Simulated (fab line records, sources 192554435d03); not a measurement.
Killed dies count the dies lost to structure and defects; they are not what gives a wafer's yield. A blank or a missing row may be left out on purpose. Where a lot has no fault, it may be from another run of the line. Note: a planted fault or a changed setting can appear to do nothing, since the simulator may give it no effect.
fab line records    flow n5Finfet
[record] lots = 10  wafers = 29  lastDay = 18
route steps=1938 shown BEOL_M7@1281
lots untouched by any fault: they come from a run of this same line in which no faults occurred
startH: hours from the record's first day to the start of the lot's first wafer shown    waitH: how many hours have passed since the lot's step before this one    " identical to the entry in the row above    L1.1+2: one row covering several wafers at once    - no value, or no start given    * or withheld: withheld    < > ~ a bound
route shown NAME@n: names a module that has steps shown in the file, with the first one's number in the route    usual: mean and standard deviation over wafers with no fault    same: alike in all rows    chamber/n: place in a boat    sites: each site's reading    _std_site: their standard deviation    _edge_site: mean of outer sites minus mean of inner sites    radiusMm: for every site, how far away it sits from the centre of the wafer    mask NAME#n: copy n    behind: the most recent tool/chamber to have shaped the wafer    hold: why the lot was held/for how many hours/how that ended    device: whichever transistor did not switch (one of n, p or np)    end of line: the same wafers' tests at the end of the route    for a step that has no rows: nothing shown but its recipe    killed: at the first sort, the dies lost to defects and structure; wafer yield is something else    map: a wafer's dies, x killed, . not, _ none there
set.NAME: the run value of the setting; set.NAME@STEP: its run value at that earlier step    model.NAME: the simulator's own value behind a step, which no gauge read
route steps across a sampled set of lots; one table per step, one row per wafer
services: a tool's chamber out of use, with start hour (startH, from the record's first day; less than 0 if before it), hours out, and reason
[[steps]]
[step N5_BEOL_M7_ETCH_62]
[recipe] chemistry = N2/H2  target = SOC  targetDepthA = 1100  overetchA = 220  maskMaterial = SiARC  tempC = 40  timeS = 165  ionEnergyEv = 200  pressureMtorr = 30  sourceW = 840  biasW = 150  n2FlowSccm = 200  h2FlowSccm = 200
[usual] biasW = 150.0/0.41  chamberPressureMTorr = 29.996/0.026  drypumpMotorCurrentA = 5.8/0.41  n2FlowSccm = 200.0/0.61  oesProductAu = 0.63/0.058  rfVppV = 523.8/2.7  showerheadPlenumPTorr = 2.54/0.089  throttleValvePct = 17.88/0.2
lot.wafer  tool        chamber  startH  waitH  biasW  chamberPressureMTorr  drypumpMotorCurrentA  n2FlowSccm  oesProductAu  rfHoursCounterH  rfVppV  showerheadPlenumPTorr  throttleValvePct
L468.2     rieDiel-02  1        187.15  0.0    150.1  29.996                6.2                   199.8       0.61          192              526.7   2.60                   17.63
L468.3     "           3        "       "      150.3  30.008                5.9                   200.0       0.59          202              520.0   2.43                   18.00
L468.4     "           1        "       "      149.9  30.037                6.2                   200.3       0.61          -                527.2   2.60                   17.63
L469.3     rieDiel-02  0        195.66  0.0    150.5  30.034                5.8                   200.4       0.62          169              524.6   2.53                   17.69
L469.5     "           3        "       "      149.6  29.993                5.9                   200.2       0.60          -                519.4   2.43                   18.01
L472.3     rieDiel-05  3        212.67  0.0    149.8  29.991                5.6                   199.7       0.59          228              525.0   2.63                   17.97
L472.5     "           2        "       "      150.5  29.981                5.6                   198.6       0.60          -                526.1   2.62                   17.82
L472.6     "           1        "       "      149.9  30.037                5.7                   201.2       0.61          -                518.5   2.41                   18.27
L473.1     rieDiel-02  1        228.45  0.0    150.3  30.011                6.2                   200.0       0.61          204              527.1   2.60                   17.65
L473.4     "           2        "       "      149.7  30.012                4.9                   201.3       0.62          200              522.5   2.52                   17.77
L473.6     "           1        "       "      150.3  29.958                6.2                   200.6       0.60          -                525.4   2.60                   17.65
L475.1     rieDiel-01  0        232.61  0.0    149.1  29.943                6.0                   199.3       0.65          165              521.4   2.43                   17.96
L475.2     "           2        "       "      150.1  29.988                6.0                   199.4       0.61          201              525.4   2.62                   17.95
L475.3     "           1        "       "      149.7  29.979                6.5                   199.2       0.74          58               523.9   2.59                   17.82
L477.2     rieDiel-02  1        242.02  0.0    150.0  30.000                6.2                   199.2       0.60          208              526.2   2.60                   17.66
L477.5     "           0        "       "      149.8  30.002                5.7                   199.8       0.61          -                522.8   2.52                   17.75
L477.6     "           3        "       "      150.1  29.959                5.9                   199.5       0.59          -                519.9   2.43                   18.03
L484.1     rieDiel-05  0        294.37  0.0    150.3  29.980                5.9                   199.7       0.68          107              525.4   2.66                   17.78
L484.2     "           1        "       "      150.1  30.016                5.8                   199.9       0.60          206              521.1   2.41                   18.34
L484.3     "           2        "       "      150.4  30.025                5.6                   200.7       0.60          245              526.7   2.61                   17.85
L487.1     rieDiel-01  0        322.72  0.0    149.8  29.993                6.1                   199.9       0.64          192              520.6   2.42                   18.01
L487.3     "           3        "       "      149.9  30.008                5.0                   201.0       0.59          236              519.5   2.41                   18.08
L487.5     "           3        "       "      149.7  29.998                5.0                   199.7       0.58          -                520.7   2.41                   18.06
L491.2     rieDiel-02  1        326.32  0.0    149.0  29.965                6.2                   201.7       0.59          231              525.4   2.59                   17.69
L491.3     "           0        "       "      150.4  29.973                5.7                   199.3       0.60          206              523.3   2.51                   17.76
L491.6     "           2        "       "      149.8  29.967                4.9                   199.9       0.60          -                523.1   2.51                   17.82
L490.2     rieDiel-05  0        332.41  0.0    150.2  30.024                5.9                   200.7       0.67          120              526.7   2.65                   17.79
L490.4     "           1        "       "      149.6  29.984                5.7                   200.3       0.59          219              521.0   2.40                   18.34
L490.6     "           2        "       "      150.0  29.978                5.6                   199.2       0.82          -                525.5   2.60                   17.42
[step N5_BEOL_M7_OVL_MEAS_29]
[recipe] pointsPerWafer = 522
[usual] V6_OVL = 0.0/0.62
lot.wafer  tool        chamber  startH  waitH  V6_OVL[nm]
L468.2     overlay-02  0        189.78  0.0    0.4
L468.3     "           0        "       "      0.5
L468.4     "           0        "       "      0.4
L469.3     overlay-02  0        198.74  0.0    -0.2
L469.5     "           0        "       "      -0.1
L472.3     overlay-01  0        215.12  0.0    0.3
L472.5     "           0        "       "      -0.7
L472.6     "           0        "       "      0.3
L473.1     overlay-02  0        229.38  0.0    0.3
L473.4     "           0        "       "      0.2
L473.6     "           0        "       "      0.0
L475.1     overlay-01  0        235.30  0.0    -0.3
L475.2     "           0        "       "      0.0
L475.3     "           0        "       "      -0.5
L477.2     overlay-01  0        244.78  0.0    -0.3
L477.5     "           0        "       "      -0.8
L477.6     "           0        "       "      -1.0
L484.1     overlay-02  0        296.40  0.0    -0.6
L484.2     "           0        "       "      0.0
L484.3     "           0        "       "      -0.4
L487.1     overlay-02  0        324.07  0.0    0.9
L487.3     "           0        "       "      0.1
L487.5     "           0        "       "      0.7
L491.2     overlay-02  0        328.71  0.0    -0.4
L491.3     "           0        "       "      0.6
L491.6     "           0        "       "      -0.4
L490.2     overlay-01  0        335.10  0.0    0.6
L490.4     "           0        "       "      1.3
L490.6     "           0        "       "      1.4
[step N5_BEOL_M7_ETCH_66]
[recipe] chemistry = N2/H2  target = SOC  targetDepthA = 800  overetchA = 160  maskMaterial = SiARC  tempC = 40  timeS = 120  ionEnergyEv = 200  pressureMtorr = 30  sourceW = 840  biasW = 150  n2FlowSccm = 200  h2FlowSccm = 200
[usual] biasW = 150.0/0.46  chamberPressureMTorr = 30.000/0.028  drypumpMotorCurrentA = 5.7/0.42  n2FlowSccm = 200.1/0.57  oesProductAu = 0.57/0.053  rfVppV = 523.7/2.9  showerheadPlenumPTorr = 2.53/0.097  throttleValvePct = 17.91/0.2
lot.wafer  tool        chamber  startH  waitH  biasW  chamberPressureMTorr  drypumpMotorCurrentA  n2FlowSccm  oesProductAu  rfHoursCounterH  rfVppV  showerheadPlenumPTorr  throttleValvePct
L468.2     rieDiel-05  0        189.94  0.0    150.6  30.004                5.9                   199.2       0.63          77               527.1   2.67                   17.73
L468.3     "           2        "       "      149.9  29.947                5.6                   199.7       0.55          215              526.2   2.62                   17.81
L468.4     "           1        "       "      149.9  29.982                5.7                   199.5       0.56          177              521.9   2.42                   18.27
L469.3     rieDiel-05  2        198.90  0.0    150.3  30.000                5.6                   200.1       0.55          219              525.8   2.62                   17.80
L469.5     "           3        "       "      149.5  30.067                5.6                   200.7       0.54          -                526.9   2.63                   17.94
L472.3     rieDiel-01  0        215.39  0.0    149.8  29.999                6.1                   200.3       0.59          160              520.3   2.43                   17.92
L472.5     "           0        "       "      150.6  29.989                6.1                   200.6       0.59          -                520.8   2.43                   17.94
L472.6     "           3        "       "      150.3  29.959                5.0                   198.8       0.54          -                520.8   2.42                   18.00
L473.1     rieDiel-05  0        229.56  0.0    149.9  29.948                5.9                   199.9       0.64          88               527.3   2.67                   17.74
L473.4     "           3        "       "      149.3  30.032                5.6                   200.2       0.53          232              527.0   2.63                   17.96
L473.6     "           1        "       "      150.6  29.980                5.7                   199.2       0.55          -                519.2   2.41                   18.29
L475.1     rieDiel-05  0        235.47  0.0    148.9  29.970                5.9                   199.8       0.62          90               527.3   2.67                   17.73
L475.2     "           2        "       "      150.7  29.993                5.6                   199.5       0.54          229              526.0   2.61                   17.82
L475.3     "           1        "       "      149.9  30.028                5.7                   201.0       0.55          190              521.4   2.41                   18.29
L477.2     rieDiel-02  3        244.99  0.0    150.4  30.003                5.9                   199.4       0.53          219              519.8   2.42                   18.04
L477.5     "           2        "       "      150.4  29.954                5.0                   199.9       0.55          -                523.9   2.52                   17.76
L477.6     "           3        "       "      150.7  29.994                5.9                   199.9       0.53          -                520.5   2.43                   18.04
L484.1     rieDiel-05  1        296.67  0.0    150.1  29.954                5.7                   199.8       0.54          207              521.1   2.41                   18.33
L484.2     "           0        "       "      150.5  29.979                5.9                   199.8       0.62          107              529.4   2.66                   17.77
L484.3     "           2        "       "      190.9  29.995                5.6                   199.1       0.54          245              612.8   2.61                   17.85
L487.1     rieDiel-01  3        324.24  0.0    150.2  29.911                5.0                   199.6       0.53          236              518.3   2.41                   18.07
L487.3     "           1        "       "      149.6  30.054                6.5                   199.9       0.64          85               526.1   2.58                   17.86
L487.5     "           0        "       "      149.6  29.998                6.0                   200.2       0.57          -                519.0   2.42                   17.98
L491.2     rieDiel-01  0        329.39  0.0    149.9  30.005                6.0                   201.0       0.57          195              521.8   2.41                   18.00
L491.3     "           1        "       "      150.2  29.961                6.5                   199.7       0.64          87               524.0   2.58                   17.88
L491.6     "           1        "       "      149.6  30.013                6.5                   199.4       0.64          -                524.5   2.58                   17.87
L490.2     rieDiel-02  0        335.53  0.0    150.1  29.929                5.7                   200.7       0.53          209              525.0   2.51                   17.76
L490.4     "           3        "       "      149.6  30.038                5.9                   199.4       0.52          246              518.9   2.41                   18.09
L490.6     "           2        "       "      150.2  30.022                4.9                   200.6       0.54          -                522.5   2.50                   17.83
[step N5_BEOL_M7_VIA_ETCH_34]
[recipe] chemistry = C4F6/O2  target = SiCOH_lowk  targetDepthA = 1255  maskMaterial = SOC  taperDeg = 4  timeS = 50.5  ionEnergyEv = 250  pressureMtorr = 30  sourceW = 345  biasW = 185  Ar_flow_sccm = 300  C4F6_flow_sccm = 10  O2_flow_sccm = 10
[usual] C4F6_flow_sccm = 9.997/0.03  biasW = 184.9/0.56  chamberPressureMTorr = 29.999/0.027  drypumpMotorCurrentA = 5.7/0.42  oesProductAu = 0.74/0.071  rfVppV = 670/14  showerheadPlenumPTorr = 2.84/0.11  throttleValvePct = 21.00/0.21
lot.wafer  tool        chamber  startH  waitH  C4F6_flow_sccm  biasW  chamberPressureMTorr  drypumpMotorCurrentA  oesProductAu  rfHoursCounterH  rfVppV  showerheadPlenumPTorr  throttleValvePct
L468.2     rieDiel-05  0        190.04  0.0    9.990           184.4  30.058                5.9                   0.84          77               694     3.00                   20.95
L468.3     "           2        "       "      9.977           184.9  29.993                5.6                   0.71          215              644     2.95                   20.99
L468.4     "           1        "       "      9.963           185.5  29.990                5.7                   0.71          177              676     2.74                   21.38
L469.3     rieDiel-05  2        199.00  0.0    9.988           184.1  30.024                5.6                   0.71          219              644     2.95                   21.00
L469.5     "           3        "       "      9.993           184.3  29.972                5.6                   0.70          -                673     2.94                   21.01
L472.3     rieDiel-01  0        215.49  0.0    9.999           184.4  30.000                6.0                   0.77          160              661     2.73                   21.06
L472.5     "           0        "       "      10.000          185.1  29.935                6.0                   0.77          -                662     2.73                   21.05
L472.6     "           3        "       "      10.002          184.3  29.973                5.0                   0.71          -                666     2.72                   20.95
L473.1     rieDiel-05  0        229.66  0.0    9.957           185.7  29.969                5.9                   0.82          88               693     2.99                   20.98
L473.4     "           3        "       "      10.023          185.0  29.959                5.6                   0.69          232              672     2.93                   21.00
L473.6     "           1        "       "      9.959           185.1  30.045                5.7                   0.71          -                677     2.73                   21.41
L475.1     rieDiel-05  0        235.57  0.0    10.018          184.6  29.952                5.8                   0.82          90               694     2.99                   20.98
L475.2     "           2        "       "      9.940           185.3  29.983                5.6                   0.69          229              645     2.94                   20.98
L475.3     "           1        "       "      9.985           186.0  29.950                5.7                   0.71          190              678     2.73                   21.41
L477.2     rieDiel-02  3        245.09  0.0    9.984           184.8  30.012                5.9                   0.68          219              663     2.70                   20.95
L477.5     "           2        "       "      9.963           184.6  30.002                5.0                   0.72          -                667     2.81                   20.75
L477.6     "           3        "       "      9.966           184.7  29.974                5.9                   0.68          -                665     2.70                   20.94
L484.1     rieDiel-05  1        296.77  0.0    10.015          185.5  29.964                5.7                   0.70          207              675     2.72                   21.44
L484.2     "           0        "       "      9.973           185.3  30.009                5.9                   0.81          107              695     2.98                   20.99
L484.3     "           2        "       "      10.029          185.1  30.010                5.6                   0.69          245              643     2.93                   21.03
L487.1     rieDiel-01  3        324.34  0.0    9.972           184.6  30.035                5.0                   0.69          236              667     2.71                   20.99
L487.3     "           1        "       "      9.986           183.9  30.034                6.5                   0.83          85               662     2.85                   20.71
L487.5     "           0        "       "      9.962           184.5  29.929                6.0                   0.74          -                663     2.71                   21.10
L491.2     rieDiel-01  0        329.49  0.0    10.036          186.9  30.010                6.0                   0.73          195              662     2.71                   21.12
L491.3     "           1        "       "      9.965           185.1  30.023                6.5                   0.83          87               662     2.85                   20.72
L491.6     "           1        "       "      9.973           185.4  30.006                6.5                   0.82          -                663     2.85                   20.71
L490.2     rieDiel-02  0        335.63  0.0    9.962           185.6  29.960                5.7                   0.71          209              663     2.82                   20.81
L490.4     "           3        "       "      10.007          185.5  30.040                5.9                   0.66          246              664     2.69                   20.98
L490.6     "           2        "       "      9.991           184.8  29.959                4.9                   0.70          -                668     2.80                   20.79
[[services]]
tool        chamber  startH  hours  kind
rieDiel-05  1        177.64  1.4    repair
rieDiel-01  0        181.02  4.1    repair
rieDiel-05  3        291.67  -      clean
rieDiel-05  3        291.67  -      consumableReplace:focusRing
rieDiel-05  3        291.67  12.5   scheduledDown
rieDiel-05  3        291.67  12.5   ventCycle
rieDiel-05  2        312.84  -      clean
rieDiel-05  2        312.84  -      consumableReplace:focusRing
rieDiel-05  2        312.84  16.0   scheduledDown
rieDiel-05  2        312.84  16.0   ventCycle
[[key]]
[firstSign] step = N5_BEOL_M7_ETCH_66  reading = biasW  direction = up  sigmas = 89  usual = *  struck = *
[effect] step = N5_BEOL_M7_ETCH_66  reading = rfVppV  direction = up  sigmas = 31  usual = 523.7  struck = 612.8
metAt N5_BEOL_M7_ETCH_66
struckLots L484
struckWafers L484.3
notActingAt N5_BEOL_M7_ETCH_62,N5_BEOL_M7_OVL_MEAS_29,N5_BEOL_M7_VIA_ETCH_34
onsetBetween 235.47 296.67
[fault] kind = processParameterDrift  tool = rieDiel-05  chamber = 2  onsetH = 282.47  steps = N5_BEOL_M7_ETCH_66  channel = biasW  offset = *  shape = step  endH = 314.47  actsIn = *  stated = *
